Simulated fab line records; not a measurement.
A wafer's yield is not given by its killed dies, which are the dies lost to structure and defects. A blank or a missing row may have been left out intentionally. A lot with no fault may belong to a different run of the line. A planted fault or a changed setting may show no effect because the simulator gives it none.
Which tool was responsible?	flow n5_finfet	Sampling: 21 lots, 63 wafers, 6 of 1938 route steps

WHAT EACH GAUGE READ, for each wafer
No reading from a measuring or inspecting step in the record can be judged against a usual standard deviation.

EACH LOT AND THE TOOL THAT RAN IT (in order: tool; ch and the chambers of the sampled wafers; start)
lot	N5_HKMG_FIN_STRIP_34	N5_HKMG_FIN_ALD_71	N5_GATE_CUT_ETCH_58	N5_GATE_CUT_SAC_CAP_01	N5_GATE_CUT_ETCH_37	N5_GATE_CUT_STRIP_42
L074	rie_diel-01 ch 0,1,2, day 4 06:47	ald_metal-04 ch 0,3, day 4 08:46	rie_diel-04 ch 1,3, day 4 11:25	ald_sin-03 ch 1,3, day 4 12:09	rie_diel-04 ch 1,3, day 4 15:26	rie_diel-04 ch 1,3, day 4 15:35
L075	rie_diel-02 ch 0,2,3, day 4 09:19	ald_metal-01 ch 0,2,3, day 4 11:15	rie_diel-06 ch 0,1,3, day 4 14:09	ald_sin-03 ch 0,1,2, day 4 14:28	rie_diel-03 ch 0,1,3, day 4 17:50	rie_diel-03 ch 0,1,3, day 4 18:00
L076	rie_diel-02 ch 0,2,3, day 4 14:20	ald_metal-01 ch 0,1, day 4 16:07	rie_diel-06 ch 0,2,3, day 4 18:49	ald_sin-04 ch 0,1,2, day 4 20:55	rie_diel-03 ch 2,3, day 5 00:04	rie_diel-03 ch 2,3, day 5 00:13
L078	rie_diel-02 ch 0,2,3, day 5 03:15	ald_metal-01 ch 0,2,3, day 5 05:18	rie_diel-04 ch 0,3, day 5 07:57	ald_sin-04 ch 0,1, day 5 08:17	rie_diel-04 ch 0,1,2, day 5 11:28	rie_diel-04 ch 0,1,2, day 5 11:38
L079	rie_diel-01 ch 1,3, day 5 12:35	ald_metal-03 ch 0,3, day 5 14:49	rie_diel-04 ch 1,2,3, day 5 17:28	ald_sin-03 ch 0,2,3, day 5 17:47	rie_diel-06 ch 0,2, day 5 21:05	rie_diel-06 ch 0,2, day 5 21:20
L080	rie_diel-02 ch 0,1,2, day 5 17:44	ald_metal-01 ch 0,3, day 5 19:31	rie_diel-06 ch 0,2, day 5 22:10	ald_sin-04 ch 2,3, day 5 22:35	rie_diel-04 ch 0,3, day 6 01:50	rie_diel-04 ch 0,3, day 6 02:00
L081	rie_diel-02 ch 1,2, day 6 01:14	ald_metal-01 ch 1,2, day 6 03:01	rie_diel-06 ch 0,2,3, day 6 05:50	ald_sin-04 ch 2,3, day 6 06:09	rie_diel-06 ch 0,2,3, day 6 09:21	rie_diel-06 ch 0,2,3, day 6 09:31
L082	rie_diel-05 ch 0,2,3, day 6 03:50	ald_metal-03 ch 0,2, day 6 05:50	rie_diel-03 ch 0,1, day 6 08:31	ald_sin-04 ch 2,3, day 6 08:50	rie_diel-04 ch 1,2, day 6 12:06	rie_diel-04 ch 1,2, day 6 12:16
L083	rie_diel-02 ch 0,1,2, day 6 12:10	ald_metal-03 ch 0,1,3, day 6 14:07	rie_diel-06 ch 2,3, day 6 17:11	ald_sin-04 ch 0,1,2, day 6 17:31	rie_diel-03 ch 0,1,2, day 6 20:40	rie_diel-03 ch 0,1,2, day 6 20:49
L084	rie_diel-01 ch 0,3, day 6 15:10	ald_metal-04 ch 0,1, day 6 16:58	rie_diel-06 ch 0,2, day 6 19:37	ald_sin-02 ch 0,2, day 6 19:56	rie_diel-06 ch 0,1,2, day 7 03:15	rie_diel-06 ch 0,1,2, day 7 03:25
L085	rie_diel-05 ch 1,2,3, day 6 22:35	ald_metal-01 ch 0,1,2, day 7 00:22	rie_diel-04 ch 0,1,2, day 7 03:07	ald_sin-02 ch 0,1,2, day 7 03:36	rie_diel-06 ch 0,1,2, day 7 08:22	rie_diel-06 ch 0,1,2, day 7 08:31
L087	rie_diel-02 ch 0,2, day 7 14:18	ald_metal-03 ch 2,3, day 7 16:08	rie_diel-03 ch 0,1,2, day 7 18:53	ald_sin-03 ch 0,1,3, day 7 19:12	rie_diel-06 ch 0,1,2, day 7 22:21	rie_diel-06 ch 0,1,2, day 7 22:31
L088	rie_diel-01 ch 0,1, day 7 15:32	ald_metal-01 ch 0,1,2, day 7 17:26	rie_diel-03 ch 0,1,3, day 7 20:05	ald_sin-02 ch 0,1,3, day 7 20:43	rie_diel-06 ch 2,3, day 7 23:57	rie_diel-06 ch 2,3, day 8 00:07
L089	rie_diel-05 ch 0,2, day 8 08:52	ald_metal-01 ch 0,2,3, day 8 10:38	rie_diel-04 ch 1,3, day 8 13:41	ald_sin-03 ch 0,1,3, day 8 14:01	rie_diel-04 ch 1,2, day 8 17:09	rie_diel-04 ch 1,2, day 8 17:19
L090	rie_diel-02 ch 0,1,3, day 8 09:29	ald_metal-04 ch 0,2, day 8 11:15	rie_diel-04 ch 2,3, day 8 14:34	ald_sin-02 ch 0,1,3, day 8 15:19	rie_diel-04 ch 1,2, day 8 18:31	rie_diel-04 ch 1,2, day 8 18:41
L091	rie_diel-01 ch 0,1, day 8 11:40	ald_metal-04 ch 1,2, day 8 13:30	rie_diel-06 ch 0,1,3, day 8 16:39	ald_sin-03 ch 0,1,3, day 8 16:58	rie_diel-03 ch 0,3, day 8 20:07	rie_diel-03 ch 0,3, day 8 20:16
L092	rie_diel-02 ch 0,2,3, day 8 16:02	ald_metal-04 ch 0,1,3, day 8 17:49	rie_diel-03 ch 0,3, day 8 20:46	ald_sin-02 ch 0,2, day 8 22:22	rie_diel-03 ch 0,1,2, day 9 01:30	rie_diel-03 ch 0,1,2, day 9 01:40
L093	rie_diel-02 ch 0,1,2, day 8 21:32	ald_metal-03 ch 1,2,3, day 8 23:19	rie_diel-03 ch 1,2,3, day 9 02:02	ald_sin-03 ch 0,1,3, day 9 02:52	rie_diel-03 ch 0,1,3, day 9 06:00	rie_diel-03 ch 0,1,3, day 9 06:10
L095	rie_diel-02 ch 0,1, day 9 08:41	ald_metal-04 ch 0,2,3, day 9 10:31	rie_diel-03 ch 0,1, day 9 13:15	ald_sin-02 ch 0,2,3, day 9 14:20	rie_diel-04 ch 0,1, day 9 17:43	rie_diel-04 ch 0,1, day 9 17:53
L096	rie_diel-02 ch 0,1,3, day 9 17:08	ald_metal-03 ch 0,1,3, day 9 19:02	rie_diel-04 ch 0,1,2, day 9 21:46	ald_sin-03 ch 1,2,3, day 9 22:10	rie_diel-04 ch 0,1,2, day 10 01:24	rie_diel-04 ch 0,1,2, day 10 01:34
L097	rie_diel-01 ch 1,2,3, day 9 20:57	ald_metal-01 ch 0,2,3, day 9 22:43	rie_diel-06 ch 0,2,3, day 10 01:28	ald_sin-03 ch 0,1,2, day 10 03:59	rie_diel-04 ch 0,2,3, day 10 07:37	rie_diel-04 ch 0,2,3, day 10 07:46
- N5_HKMG_FIN_STRIP_34: strips in CF4.
- N5_HKMG_FIN_ALD_71: deposits TiN, target thk 1 nm, pulse time 1 s, purge time 3 s.
- N5_GATE_CUT_ETCH_58: etches SiNx in CH3F/O2, target depth 17 nm, time 128.6 s.
- N5_GATE_CUT_SAC_CAP_01: material SiNx, target thk 24 nm, pulse time 1 s, ald cycles 480.
- N5_GATE_CUT_ETCH_37: etches SOC in N2/H2, target depth 60 nm, overetch 12 nm, time 90 s.
- N5_GATE_CUT_STRIP_42: strips in O2.

AS READ BY THE TOOLS THEMSELVES (means over the sampled wafers that have a number; for cases with no such wafer, the mark the record gives instead)
N5_HKMG_FIN_STRIP_34. Usual: drypump_motor_current_A 5.8 A, standard deviation 0.43; oes_product_au 0.75 a.u., standard deviation 0.055; rf_vpp_V 270.8 V, standard deviation 0.88; showerhead_plenum_p_Torr 1.779 Torr, standard deviation 0.027; throttle_valve_pct 13.66 %, standard deviation 0.26.
lot	tool	drypump_motor_current_A (A)	oes_product_au (a.u.)	rf_vpp_V (V)	showerhead_plenum_p_Torr (Torr)	throttle_valve_pct (%)	flag
L074	rie_diel-01	6.0	0.77	270.2	1.778	13.64	
L075	rie_diel-02	5.9	0.79	270.0	1.784	13.62	
L076	rie_diel-02	5.9	0.78	270.9	1.784	13.63	
L078	rie_diel-02	5.9	0.78	270.9	1.783	13.62	
L079	rie_diel-01	5.1	0.73	270.4	1.790	13.78	
L080	rie_diel-02	5.9	0.76	271.3	1.778	13.63	
L081	rie_diel-02	6.0	0.75	271.6	1.799	13.78	
L082	rie_diel-05	5.3	0.71	271.1	1.763	13.75	
L083	rie_diel-02	5.9	0.75	271.0	1.777	13.64	
L084	rie_diel-01	5.4	0.79	270.5	1.781	13.58	
L085	rie_diel-05	5.6	0.71	270.8	1.759	13.80	
L087	rie_diel-02	5.7	0.77	270.8	1.752	13.69	
L088	rie_diel-01	6.2	0.81	270.5	1.765	13.37	
L089	rie_diel-05	5.1	0.70	269.3	1.736	13.68	
L090	rie_diel-02	5.9	0.75	271.4	1.776	13.52	
L091	rie_diel-01	6.2	0.80	270.5	1.764	13.38	
L092	rie_diel-02	5.9	0.75	270.6	1.774	13.69	
L093	rie_diel-02	5.9	0.74	270.5	1.771	13.67	
L095	rie_diel-02	5.9	0.73	270.6	1.771	13.50	
L096	rie_diel-02	5.9	0.74	270.6	1.773	13.52	
L097	rie_diel-01	5.4	0.77	270.5	1.775	13.77	

N5_HKMG_FIN_ALD_71. Usual: heater_power_w 909 W, standard deviation 95; precursor_pulse_height_rel 0.999, standard deviation 0.019.
lot	tool	heater_power_w (W)	precursor_pulse_height_rel	flag
L074	ald_metal-04	918	1.009	
L075	ald_metal-01	890	1.008	
L076	ald_metal-01	983	1.004	
L078	ald_metal-01	902	0.982	
L079	ald_metal-03	837	1.012	
L080	ald_metal-01	907	0.996	
L081	ald_metal-01	960	0.987	
L082	ald_metal-03	1014	0.995	
L083	ald_metal-03	801	1.016	
L084	ald_metal-04	973	0.990	
L085	ald_metal-01	980	1.004	
L087	ald_metal-03	957	0.991	
L088	ald_metal-01	990	0.982	
L089	ald_metal-01	897	0.999	
L090	ald_metal-04	908	0.981	
L091	ald_metal-04	846	1.002	
L092	ald_metal-04	926	1.009	
L093	ald_metal-03	878	1.015	
L095	ald_metal-04	863	1.018	
L096	ald_metal-03	825	0.991	
L097	ald_metal-01	901	0.987	

N5_GATE_CUT_ETCH_58. Usual: O2_flow_sccm 20.00 sccm, standard deviation 0.059; drypump_motor_current_A 5.8 A, standard deviation 0.34; oes_product_au 0.78 a.u., standard deviation 0.084; rf_vpp_V 99.1 V, standard deviation 0.83; showerhead_plenum_p_Torr 2.02 Torr, standard deviation 0.051; throttle_valve_pct 16.34 %, standard deviation 0.29.
lot	tool	O2_flow_sccm (sccm)	drypump_motor_current_A (A)	oes_product_au (a.u.)	rf_vpp_V (V)	showerhead_plenum_p_Torr (Torr)	throttle_valve_pct (%)	flag
L074	rie_diel-04	19.98	5.5	0.79	99.9	2.04	16.26	
L075	rie_diel-06	19.97	5.8	0.70	99.7	2.04	16.46	
L076	rie_diel-06	20.03	5.6	0.75	98.6	2.05	16.33	
L078	rie_diel-04	19.98	6.0	0.72	99.9	1.99	16.59	
L079	rie_diel-04	20.00	5.5	0.79	99.7	2.01	16.28	
L080	rie_diel-06	20.01	5.4	0.80	99.4	2.03	16.38	
L081	rie_diel-06	20.02	5.6	0.74	98.8	2.04	16.37	
L082	rie_diel-03	19.95	5.9	0.81	99.0	2.05	16.38	
L083	rie_diel-06	20.02	5.4	0.78	99.7	2.03	16.39	
L084	rie_diel-06	20.04	5.5	0.75	99.6	2.05	16.38	
L085	rie_diel-04	20.01	5.8	0.73	99.0	1.99	16.48	
L087	rie_diel-03	19.98	6.0	0.86	99.1	2.00	16.15	
L088	rie_diel-03	19.99	6.0	0.80	98.9	2.04	16.24	
L089	rie_diel-04	20.02	5.5	0.76	98.5	2.03	16.33	
L090	rie_diel-04	19.94	5.5	0.81	98.8	1.96	16.27	
L091	rie_diel-06	20.01	5.8	0.78	98.7	2.02	16.34	
L092	rie_diel-03	19.92	6.1	0.80	99.2	2.04	16.12	
L093	rie_diel-03	20.01	6.2	0.81	99.2	2.04	16.34	
L095	rie_diel-03	20.01	5.9	0.78	99.6	2.04	16.41	
L096	rie_diel-04	19.92	5.8	0.81	98.3	1.98	16.36	
L097	rie_diel-06	20.02	5.6	0.80	99.5	2.03	16.24	

N5_GATE_CUT_SAC_CAP_01. Usual: heater_power_w 837 W, standard deviation 54; precursor_pulse_height_rel 1.000, standard deviation 0.021.
lot	tool	heater_power_w (W)	precursor_pulse_height_rel	flag
L074	ald_sin-03	843	1.013	
L075	ald_sin-03	877	1.000	
L076	ald_sin-04	852	1.011	
L078	ald_sin-04	816	0.991	
L079	ald_sin-03	877	0.984	
L080	ald_sin-04	872	0.997	
L081	ald_sin-04	866	0.999	
L082	ald_sin-04	872	1.008	
L083	ald_sin-04	842	0.998	
L084	ald_sin-02	765	0.994	
L085	ald_sin-02	762	1.007	
L087	ald_sin-03	867	0.976	
L088	ald_sin-02	791	0.999	
L089	ald_sin-03	868	1.009	
L090	ald_sin-02	796	0.982	
L091	ald_sin-03	873	0.983	
L092	ald_sin-02	755	1.010	
L093	ald_sin-03	871	1.002	
L095	ald_sin-02	779	1.005	
L096	ald_sin-03	869	1.012	
L097	ald_sin-03	862	1.011	

N5_GATE_CUT_ETCH_37. Usual: drypump_motor_current_A 5.8 A, standard deviation 0.35; oes_product_au 0.70 a.u., standard deviation 0.076; rf_vpp_V 524.3 V, standard deviation 1.9; showerhead_plenum_p_Torr 2.56 Torr, standard deviation 0.066; throttle_valve_pct 17.90 %, standard deviation 0.27.
lot	tool	drypump_motor_current_A (A)	oes_product_au (a.u.)	rf_vpp_V (V)	showerhead_plenum_p_Torr (Torr)	throttle_valve_pct (%)	flag
L074	rie_diel-04	5.5	0.69	525.3	2.59	17.79	
L075	rie_diel-03	6.0	0.74	524.8	2.60	17.70	
L076	rie_diel-03	6.3	0.67	525.6	2.60	17.76	
L078	rie_diel-04	5.8	0.66	523.8	2.54	18.05	
L079	rie_diel-06	5.5	0.68	525.3	2.61	17.89	
L080	rie_diel-04	6.0	0.65	522.9	2.53	18.11	
L081	rie_diel-06	5.6	0.66	526.2	2.61	17.90	
L082	rie_diel-04	5.6	0.66	525.4	2.58	17.95	
L083	rie_diel-03	6.0	0.78	523.5	2.54	17.67	
L084	rie_diel-06	5.6	0.67	525.3	2.57	18.06	
L085	rie_diel-06	5.6	0.67	524.4	2.57	18.06	
L087	rie_diel-06	5.6	0.67	524.3	2.57	18.08	
L088	rie_diel-06	5.6	0.81	524.8	2.59	17.60	
L089	rie_diel-04	5.6	0.69	522.9	2.51	17.95	
L090	rie_diel-04	5.6	0.69	522.7	2.51	17.96	
L091	rie_diel-03	5.8	0.75	524.5	2.53	17.41	
L092	rie_diel-03	6.0	0.76	523.2	2.53	17.72	
L093	rie_diel-03	6.0	0.71	525.3	2.58	17.74	
L095	rie_diel-04	5.8	0.68	525.0	2.58	17.99	
L096	rie_diel-04	5.8	0.72	523.5	2.53	17.97	
L097	rie_diel-04	5.8	0.75	523.0	2.50	17.89	

N5_GATE_CUT_STRIP_42. Usual: drypump_motor_current_A 5.8 A, standard deviation 0.35; oes_product_au 0.78 a.u., standard deviation 0.091; rf_vpp_V 3.6 V, standard deviation 0.48; showerhead_plenum_p_Torr 2.11 Torr, standard deviation 0.056; throttle_valve_pct 16.71 %, standard deviation 0.26.
lot	tool	drypump_motor_current_A (A)	oes_product_au (a.u.)	rf_vpp_V (V)	showerhead_plenum_p_Torr (Torr)	throttle_valve_pct (%)	flag
L074	rie_diel-04	5.5	0.77	3.9	2.14	16.61	
L075	rie_diel-03	6.0	0.83	3.3	2.14	16.53	
L076	rie_diel-03	6.3	0.75	3.6	2.15	16.66	
L078	rie_diel-04	5.8	0.74	3.2	2.09	16.80	
L079	rie_diel-06	5.5	0.76	3.7	2.16	16.78	
L080	rie_diel-04	6.0	0.73	3.9	2.08	16.94	
L081	rie_diel-06	5.6	0.74	4.0	2.15	16.75	
L082	rie_diel-04	5.5	0.74	3.0	2.12	16.67	
L083	rie_diel-03	6.0	0.88	3.9	2.10	16.49	
L084	rie_diel-06	5.6	0.75	3.4	2.12	16.93	
L085	rie_diel-06	5.6	0.75	3.3	2.12	16.93	
L087	rie_diel-06	5.6	0.74	3.6	2.12	16.94	
L088	rie_diel-06	5.6	0.92	3.4	2.13	16.42	
L089	rie_diel-04	5.6	0.77	4.0	2.07	16.66	
L090	rie_diel-04	5.6	0.77	3.4	2.07	16.67	
L091	rie_diel-03	5.8	0.85	3.8	2.09	16.27	
L092	rie_diel-03	6.0	0.85	4.0	2.09	16.52	
L093	rie_diel-03	6.0	0.79	3.6	2.13	16.59	
L095	rie_diel-04	5.8	0.76	3.0	2.13	16.76	
L096	rie_diel-04	5.8	0.80	3.4	2.08	16.72	
L097	rie_diel-04	5.8	0.84	4.0	2.06	16.67	

THE ANSWER, worked out from the rows above alone
Rule: take the mean of a lot's wafers that have a number; if it is more than 3 standard deviations from the usual mean, the lot is off. Also off: a lot with no number at a reading for which 4 or more lots have one. The other lots that the step has rows for count as sound. The gauges are gone through in route order, then the tools' own readings, and for those a lot's mean is taken as printed above. At the first step where some lot is off, the reading lying furthest off is the one used; lots without a number count as furthest.
Across all readings shown, no lot is off: no conclusion can be drawn from this.

WHAT THE SIMULATOR PUT IN
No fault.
